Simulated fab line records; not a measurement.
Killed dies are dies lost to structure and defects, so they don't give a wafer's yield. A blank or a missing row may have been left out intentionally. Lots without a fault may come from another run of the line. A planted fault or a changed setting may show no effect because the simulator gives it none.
Matching of chambers -- flow nandHarc -- 3 sister chambers for NHARC_P_M2_PRE_CLEAN_32 on pecvd-04
The step time 12 s. 3 wafers are shown with their chamber, then 12 later ones without.

== EACH WAFER AND ITS CHAMBER ==
wafer,chamber,heaterPowerW (W)
L088.2,0,676
L088.3,2,503
L088.6,1,730

== WAFERS MISSING THEIR CHAMBER ==
wafer,heaterPowerW (W)
L090.1,737
L090.3,674
L090.6,668
L092.1,533
L092.3,675
L092.4,753
L095.1,560
L095.3,674
L095.6,539
L096.2,512
L096.4,669
L096.5,496

== WHICH CHAMBER EACH ONE RAN IN ==
wafer,from the rows above,in truth
L090.1,1,1
L090.3,0,0
L090.6,0,0
L092.1,2,2
L092.3,0,0
L092.4,1,1
L095.1,2,2
L095.3,0,0
L095.6,2,2
L096.2,2,2
L096.4,0,0
L096.5,2,2
Correct placement for 12 of the 12. Can't be placed from these rows: 0. Wrongly placed: 0.
How it was worked out, from the rows above alone: a wafer's distance from a chamber is the root of the sum, over the readings, of the square of ((its reading less the chamber's mean) divided by the reading's scatter). The wafer belongs to the nearest chamber; if the next one is less than 2 further off, it can't be placed. Each chamber's mean is taken over the wafers shown for it. The scatter: with one shown wafer a chamber, the root of the mean of the squares of how far each hidden wafer lies from its nearest shown one.
